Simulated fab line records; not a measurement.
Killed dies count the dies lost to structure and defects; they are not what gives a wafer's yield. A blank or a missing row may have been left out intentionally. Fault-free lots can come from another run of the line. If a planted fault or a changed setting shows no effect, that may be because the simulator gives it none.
fab line records | flow nand_harc
[record] lots = 12 | wafers = 36 | last_day = 26
route steps=1159 shown P_M1@310 P_M2@341 END@1159
lots that met no fault: taken from a fault-free run of the same line
start_h: hours from the record's first day to the start of the lot's first wafer shown | wait_h: hours since the lot's step before | " repeats the value in the row above | L1.1+2: several wafers, shown together as one row | - either no value or no given start | * or withheld: withheld | < > ~ a bound
route shown NAME@n: a module of which the file shows steps, and the number in the route of the first | usual: the fault-free wafers' mean and standard deviation | same: alike in all rows | chamber/n: place in a boat | sites: readings site by site | _std_site: their standard deviation | _edge_site: inner sites' mean taken away from outer sites' mean | radius_mm: how far each site lies from the wafer's centre | mask NAME#n: copy n | behind: the most recent tool/chamber to have shaped the wafer | hold: why the lot went on hold/how many hours it stayed there/how the hold came to an end | device: transistor that didn't switch, given as n, p or np | end of line: tests run on the same wafers once the route is complete | for a step that has no rows: nothing shown but its recipe | killed: not the wafer's yield, but the dies lost to structure and defects at the first sort | map: per-die view of a wafer (x killed, . not killed, _ where there is no die)
set.NAME: the setting that was run; set.NAME@STEP: the one run at that earlier step | model.NAME: the simulator's own value behind a step, which no gauge read
a sample of lots followed through the steps of the route, with each step as a table and each wafer as a row
services: when a tool's chamber went out of use (start_h, in hours from the record's first day, below 0 if earlier), for how many hours, and the reason
[[steps]]
[step NHARC_P_M1_ANNEAL_31]
[recipe] temp_c = 225 | time_s = 90
[usual] wafer_temp_C_max = 225.9/0.38
lot.wafer | tool          | chamber | start_h | wait_h | wafer_temp_C_max
L206.1    | rtp_anneal-01 | 0       | 122.66  | -      | 226.5
L206.3    | "             | 0       | "       | "      | 226.1
L206.6    | "             | 0       | "       | "      | 225.8
L207.3    | rtp_anneal-02 | 0       | 131.33  | -      | 226.0
L207.4    | "             | 0       | "       | "      | 226.2
L207.5    | "             | 0       | "       | "      | 225.9
L208.1    | rtp_anneal-01 | 0       | 131.85  | -      | 226.3
L208.3    | "             | 0       | "       | "      | 227.0
L208.6    | "             | 0       | "       | "      | 226.0
L209.3    | rtp_anneal-02 | 0       | 148.00  | 0.3    | 226.0
L209.5    | "             | 0       | "       | "      | 225.8
L209.6    | "             | 0       | "       | "      | 225.8
L210.1    | rtp_anneal-02 | 0       | 148.44  | 0.3    | 225.7
L210.3    | "             | 0       | "       | "      | 226.1
L210.5    | "             | 0       | "       | "      | 225.8
L211.2    | rtp_anneal-02 | 0       | 154.31  | 0.4    | 226.0
L211.3    | "             | 0       | "       | "      | 226.0
L211.4    | "             | 0       | "       | "      | 225.7
L215.1    | rtp_anneal-01 | 0       | 179.87  | -      | 226.5
L215.3    | "             | 0       | "       | "      | 225.7
L215.5    | "             | 0       | "       | "      | 225.9
L216.1    | rtp_anneal-01 | 0       | 185.37  | 0.3    | 226.2
L216.3    | "             | 0       | "       | "      | 226.7
L216.6    | "             | 0       | "       | "      | 226.6
L219.1    | rtp_anneal-02 | 0       | 198.42  | -      | 225.6
L219.3    | "             | 0       | "       | "      | 225.8
L219.5    | "             | 0       | "       | "      | 225.5
L225.4    | rtp_anneal-01 | 0       | 245.39  | -      | 225.9
L225.5    | "             | 0       | "       | "      | 226.0
L225.6    | "             | 0       | "       | "      | 226.3
L228.3    | rtp_anneal-01 | 0       | 253.65  | -      | 226.0
L228.5    | "             | 0       | "       | "      | 226.2
L228.6    | "             | 0       | "       | "      | 226.3
L229.1    | rtp_anneal-02 | 0       | 261.43  | 0.3    | 225.3
L229.2    | "             | 0       | "       | "      | 225.4
L229.6    | "             | 0       | "       | "      | 225.5
[step NHARC_P_M2_PVD_21]
[recipe] target_thk_a = 300 | chamber_pressure_pa = 5 | power_w = 5000 | substrate_temp_c = 30 | time_s = 20.49 | material = Cu
[usual] cathode_dc_power_W = 5000.0/1 | throttle_valve_pct = 30.3/1.1
lot.wafer | tool           | chamber | start_h | wait_h | cathode_dc_power_W | throttle_valve_pct
L206.1    | pvd_sputter-02 | -       | -       | -      | 4999.4             | 29.9
L206.3    | "              | -       | "       | "      | 4999.3             | 30.4
L206.6    | "              | -       | "       | "      | 4999.3             | 30.1
L207.3    | pvd_sputter-01 | -       | -       | -      | 5002.1             | 28.9
L207.4    | "              | -       | "       | "      | 4998.8             | 30.4
L207.5    | "              | -       | "       | "      | 4999.8             | 29.0
L208.3    | pvd_sputter-02 | -       | -       | -      | 5001.5             | 28.3
L208.1    | "              | -       | "       | "      | 4998.5             | 29.9
L208.6    | "              | -       | "       | "      | 5000.6             | 28.4
L209.3    | pvd_sputter-02 | -       | -       | -      | 4999.1             | 29.3
L209.6    | "              | -       | "       | "      | 4998.9             | 30.0
L209.5    | "              | -       | "       | "      | 5000.6             | 29.0
L210.3    | pvd_sputter-03 | -       | -       | -      | 5000.3             | 30.7
L210.1    | "              | -       | "       | "      | 5000.5             | 31.0
L210.5    | "              | -       | "       | "      | 5001.3             | 29.3
L211.2    | pvd_sputter-01 | -       | -       | -      | 5000.9             | 30.4
L211.3    | "              | -       | "       | "      | 4999.8             | 28.6
L211.4    | "              | -       | "       | "      | 5001.9             | 32.2
L215.3    | pvd_sputter-01 | -       | -       | -      | 4997.8             | 31.9
L215.1    | "              | -       | "       | "      | 4999.1             | 29.2
L215.5    | "              | -       | "       | "      | 5000.5             | 32.0
L216.3    | pvd_sputter-01 | -       | -       | -      | 5000.2             | 31.9
L216.1    | "              | -       | "       | "      | 4999.4             | 29.4
L216.6    | "              | -       | "       | "      | 5001.8             | 29.3
L219.1    | pvd_sputter-01 | -       | -       | -      | 4998.3             | 29.4
L219.3    | "              | -       | "       | "      | 4999.1             | 32.1
L219.5    | "              | -       | "       | "      | 4998.7             | 32.3
L225.4    | pvd_sputter-01 | -       | -       | -      | 5000.5             | 29.5
L225.6    | "              | -       | "       | "      | 5001.5             | 28.9
L225.5    | "              | -       | "       | "      | 5000.8             | 31.9
L228.3    | pvd_sputter-03 | -       | -       | -      | 4999.4             | 30.2
L228.6    | "              | -       | "       | "      | 5002.1             | 31.1
L228.5    | "              | -       | "       | "      | 5000.1             | 30.1
L229.2    | pvd_sputter-03 | -       | -       | -      | 5000.0             | 30.1
L229.1    | "              | -       | "       | "      | 4999.2             | 30.3
L229.6    | "              | -       | "       | "      | 5000.2             | 30.1
[step NHARC_P_M2_ECD_22]
[recipe] target_thk_a = 4000 | bath_temp_c = 25 | material = Cu
[usual] bath_temp_c = 25.00/0.12
lot.wafer | tool      | chamber | start_h | wait_h | bath_temp_c
L206.1    | ecd_cu-02 | 1       | 126.69  | -      | 24.78
L206.3    | "         | 0       | "       | "      | 25.09
L206.6    | "         | 1       | "       | "      | 24.76
L207.4    | ecd_cu-02 | 0       | 135.88  | -      | 24.92
L207.3    | "         | 1       | "       | "      | 24.96
L207.5    | "         | 1       | "       | "      | 24.89
L208.1    | ecd_cu-02 | 1       | 136.08  | -      | 24.88
L208.3    | "         | 0       | "       | "      | 24.97
L208.6    | "         | 0       | "       | "      | 25.03
L209.3    | ecd_cu-02 | 1       | 151.87  | -      | 25.20
L209.6    | "         | 1       | "       | "      | 25.14
L209.5    | "         | 0       | "       | "      | 25.09
L210.1    | ecd_cu-01 | 0       | 152.38  | -      | 25.08
L210.3    | "         | 0       | "       | "      | 25.06
L210.5    | "         | 0       | "       | "      | 25.04
L211.2    | ecd_cu-01 | 1       | 158.33  | -      | 25.13
L211.3    | "         | 0       | "       | "      | 24.67
L211.4    | "         | 1       | "       | "      | 25.13
L215.1    | ecd_cu-01 | 1       | 183.89  | -      | 25.07
L215.3    | "         | 0       | "       | "      | 24.96
L215.5    | "         | 0       | "       | "      | 24.86
L216.1    | ecd_cu-02 | 1       | 189.17  | -      | 24.76
L216.3    | "         | 0       | "       | "      | 25.11
L216.6    | "         | 0       | "       | "      | 25.09
L219.1    | ecd_cu-01 | 1       | 202.38  | -      | 24.79
L219.3    | "         | 1       | "       | "      | 24.87
L219.5    | "         | 1       | "       | "      | 24.72
L225.4    | ecd_cu-02 | 0       | 249.30  | -      | 24.88
L225.5    | "         | 0       | "       | "      | 25.03
L225.6    | "         | 1       | "       | "      | 24.76
L228.3    | ecd_cu-01 | 0       | 257.40  | -      | 24.96
L228.6    | "         | 0       | "       | "      | 24.99
L228.5    | "         | 1       | "       | "      | 24.87
L229.1    | ecd_cu-01 | 1       | 265.18  | -      | 25.23
L229.2    | "         | 0       | "       | "      | 24.95
L229.6    | "         | 0       | "       | "      | 24.99
[step NHARC_P_M2_CMP_23]
[recipe] t_overpolish_s = 20 | target_thk_nm = 144.3
[usual] motor_current_A = 11.8/0.98 | time_to_endpoint_s = 30/3.5
lot.wafer | tool   | chamber | start_h | wait_h | motor_current_A | time_to_endpoint_s
L206.1    | cmp-03 | 0       | 127.41  | -      | 12.3            | 28
L206.3    | "      | 1       | "       | "      | 11.5            | 28
L206.6    | "      | 1       | "       | "      | 10.6            | 31
L207.3    | cmp-01 | 0       | 136.50  | -      | 12.5            | 36
L207.4    | "      | 2       | "       | "      | 13.9            | 33
L207.5    | "      | 0       | "       | "      | 12.6            | 35
L208.3    | cmp-02 | 2       | 136.85  | -      | 10.5            | 30
L208.1    | "      | 3       | "       | "      | 11.3            | 27
L208.6    | "      | 2       | "       | "      | 10.7            | 29
L209.3    | cmp-02 | 0       | 152.55  | -      | 11.8            | 31
L209.6    | "      | 3       | "       | "      | 11.1            | 31
L209.5    | "      | 0       | "       | "      | 11.4            | 31
L210.3    | cmp-01 | 3       | 153.08  | -      | 10.5            | 31
L210.1    | "      | 2       | "       | "      | 13.7            | 30
L210.5    | "      | 0       | "       | "      | 12.9            | 31
L211.4    | cmp-01 | 3       | 159.01  | -      | 10.9            | 29
L211.2    | "      | 1       | "       | "      | 11.6            | 35
L211.3    | "      | 2       | "       | "      | 13.6            | 31
L215.1    | cmp-01 | 1       | 184.56  | -      | 11.5            | 53
L215.3    | "      | 0       | "       | "      | 12.5            | 31
L215.5    | "      | 1       | "       | "      | 11.8            | 35
L216.1    | cmp-03 | 3       | 189.89  | -      | 11.5            | 23
L216.3    | "      | 2       | "       | "      | 13.7            | 26
L216.6    | "      | 0       | "       | "      | 12.0            | 25
L219.3    | cmp-01 | 1       | 203.11  | -      | 11.6            | 51
L219.1    | "      | 2       | "       | "      | 13.4            | 45
L219.5    | "      | 1       | "       | "      | 11.6            | 52
L225.4    | cmp-02 | 2       | 250.00  | -      | 10.9            | 29
L225.5    | "      | 3       | "       | "      | 11.5            | 30
L225.6    | "      | 0       | "       | "      | 10.6            | 30
L228.3    | cmp-01 | 2       | 258.09  | -      | 13.1            | 26
L228.6    | "      | 1       | "       | "      | 11.5            | 32
L228.5    | "      | 2       | "       | "      | 13.3            | 29
L229.1    | cmp-02 | 0       | 265.91  | -      | 10.9            | 31
L229.2    | "      | 3       | "       | "      | 11.1            | 29
L229.6    | "      | 1       | "       | "      | 12.1            | 34
[step NHARC_P_M2_THK_MEAS_24]
[recipe] thk_meas_gauge = xrf
[usual] thk_nm = 145.1/1.6
lot.wafer | tool          | chamber | start_h | wait_h | thk_nm
L206.1    | film_metro-01 | -       | 127.72  | -      | 144.9
L206.3    | "             | -       | "       | "      | 145.3
L206.6    | "             | -       | "       | "      | 146.6
L207.3    | film_metro-01 | -       | 136.82  | -      | 143.1
L207.4    | "             | -       | "       | "      | 146.9
L207.5    | "             | -       | "       | "      | 147.6
L208.1    | film_metro-01 | -       | 137.13  | -      | 144.3
L208.3    | "             | -       | "       | "      | 145.3
L208.6    | "             | -       | "       | "      | 143.6
L209.3    | film_metro-02 | -       | 152.84  | -      | 144.5
L209.5    | "             | -       | "       | "      | 143.9
L209.6    | "             | -       | "       | "      | 145.9
L210.1    | film_metro-02 | -       | 153.39  | -      | 145.0
L210.3    | "             | -       | "       | "      | 145.1
L210.5    | "             | -       | "       | "      | 145.7
L211.2    | film_metro-01 | -       | 159.32  | -      | 145.0
L211.3    | "             | -       | "       | "      | 146.1
L211.4    | "             | -       | "       | "      | 143.0
L215.1    | film_metro-01 | -       | 184.88  | -      | 147.1
L215.3    | "             | -       | "       | "      | 144.1
L215.5    | "             | -       | "       | "      | 147.0
L216.1    | film_metro-01 | -       | 190.21  | -      | 142.2
L216.3    | "             | -       | "       | "      | 145.9
L216.6    | "             | -       | "       | "      | 143.3
L219.1    | film_metro-02 | -       | 203.42  | -      | 144.9
L219.3    | "             | -       | "       | "      | 146.4
L219.5    | "             | -       | "       | "      | 145.9
L225.4    | film_metro-01 | -       | 250.24  | -      | 146.4
L225.5    | "             | -       | "       | "      | 144.9
L225.6    | "             | -       | "       | "      | 149.4
L228.3    | film_metro-02 | -       | 258.38  | -      | 145.8
L228.5    | "             | -       | "       | "      | 144.2
L228.6    | "             | -       | "       | "      | 147.2
L229.1    | film_metro-01 | -       | 266.22  | -      | 146.1
L229.2    | "             | -       | "       | "      | 145.5
L229.6    | "             | -       | "       | "      | 146.9
[step NHARC_END_SORT_01]
[recipe] temp_c = 25
[usual] defect_limited_yield = 95.4/1.7 | killed_at_array = 27/12 | killed_at_other = 0.9/1.1 | killed_at_periphery = 3.2/2.4 | killed_dies = 31/12 | killed_open = 3.3/1.7 | killed_short = 2.0/1.6 | sort_bin_2_pct = 1.5/0.74 | sort_bin_3_pct = 0.25/0.22 | sort_bin_4_pct = 2.9/1.1 | sort_n_pass = 646/12 | sort_rim_yield_pct = 97.2/1.8 | sort_yield_pct = 95.4/1.7
[same] gross_dies = 677 | sort_bin_5_pct[%] = 0 | sort_bin_6_pct[%] = 0 | sort_bin_7_pct[%] = 0 | sort_bin_8_pct[%] = 0 | sort_rim_n_gross = 106.00
lot.wafer | tool      | chamber | start_h | wait_h | defect_limited_yield[%] | killed_at_array | killed_at_other | killed_at_periphery | killed_dies | killed_open | killed_short | sort_bin_2_pct[%] | sort_bin_3_pct[%] | sort_bin_4_pct[%] | sort_n_pass | sort_rim_yield_pct[%] | sort_yield_pct[%]
L219.1    | prober-01 | 0       | 579.11  | 2.5    | 96.3                    | 23              | 1               | 1                   | 25          | 3           | 2            | 0.7               | 0.44              | 2.5               | 652         | 99.1                  | 96.3
L219.3    | prober-01 | 0       | 580.73  | 3.1    | 95.6                    | 30              | 0               | 0                   | 30          | 5           | 1            | 1.2               | 0                 | 3.2               | 647         | 95.3                  | 95.6
L219.5    | prober-01 | 0       | 582.34  | 3.7    | 96.3                    | 24              | 1               | 0                   | 25          | 3           | 3            | 1.5               | 0.74              | 1.5               | 652         | 98.1                  | 96.3
// killed by level:class
L219.1 A_CHANNEL_HOLE_D1:chamber_film_flake=17 A_STAIRCASE:chamber_film_flake=2 P_GATE:geometric_particle:open=1 A_ONON_D1:geometric_particle:short=1 A_SGD_CUT:geometric_particle:open=1 A_WL_FILL:geometric_particle:short=1 STARTING-WAFER:geometric_particle:open=1 A_CONTACT:chamber_film_flake=1
L219.3 A_CHANNEL_HOLE_D1:chamber_film_flake=17 A_STAIRCASE:chamber_film_flake=4 A_CONTACT:geometric_particle:open=3 A_WL_FILL:geometric_particle:open=2 A_CONTACT:geometric_particle:short=1 A_WL_FILL:chamber_film_flake=1 A_CONTACT:chamber_film_flake=1 A_BLC:chamber_film_flake=1
L219.5 A_CHANNEL_HOLE_D1:chamber_film_flake=13 A_CHANNEL_HOLE_D1:geometric_particle:short=2 A_WL_FILL:chamber_film_flake=2 A_WL_FILL:geometric_particle:open=1 A_CONTACT:geometric_particle:open=1 A_BLC:geometric_particle:open=1 A_M1:geometric_particle:short=1 A_STAIRCASE:chamber_film_flake=1
[[services]]
tool           | chamber | start_h | hours | kind
pvd_sputter-03 | -       | 102.02  | 10.0  | pm
cmp-01         | -       | 109.31  | 1.9   | repair
cmp-01         | -       | 112.28  | 0.2   | repair
cmp-02         | -       | 128.50  | 4.0   | pm
cmp-02         | -       | 132.50  | -     | consumable_replace:conditioner
cmp-02         | -       | 132.50  | -     | consumable_replace:pad
rtp_anneal-02  | -       | 142.14  | 0.7   | repair
cmp-03         | -       | 156.12  | 4.0   | pm
ecd_cu-02      | -       | 156.76  | 2.0   | repair
pvd_sputter-01 | -       | 158.02  | 10.0  | pm
pvd_sputter-02 | -       | 171.65  | 6.4   | repair
cmp-01         | -       | 179.50  | 4.0   | pm
ecd_cu-02      | -       | 180.00  | 8.0   | pm
cmp-01         | -       | 183.50  | -     | consumable_replace:conditioner
cmp-01         | -       | 183.50  | -     | consumable_replace:pad
ecd_cu-01      | -       | 189.61  | 2.9   | repair
cmp-01         | -       | 210.32  | 0.6   | repair
pvd_sputter-02 | -       | 214.00  | 10.0  | pm
cmp-02         | -       | 226.50  | 4.0   | pm
cmp-01         | -       | 240.66  | 1.2   | repair
cmp-03         | -       | 243.76  | 6.6   | repair
ecd_cu-01      | -       | 249.54  | 1.6   | repair
cmp-03         | -       | 254.12  | 4.0   | pm
cmp-02         | -       | 264.09  | 1.1   | repair
[[key]]
[first_sign] step = NHARC_P_M2_CMP_23 | reading = time_to_endpoint_s | direction = up | sigmas = 5.7 | usual = * | struck = *
effect none on later readings
met_at NHARC_P_M2_ECD_22
struck_lots L215,L219
struck_wafers L215.1,L219.1,L219.3,L219.5
not_acting_at NHARC_P_M1_ANNEAL_31,NHARC_P_M2_PVD_21,NHARC_P_M2_THK_MEAS_24
onset_between 158.33 183.89
[fault] kind = process_parameter_drift | tool = ecd_cu-01 | chamber = 1 | onset_h = 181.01 | steps = NHARC_P_M2_ECD_22 | channel = target_thk_a | offset = * | shape = step | end_h = 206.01 | acts_in = * | stated = *
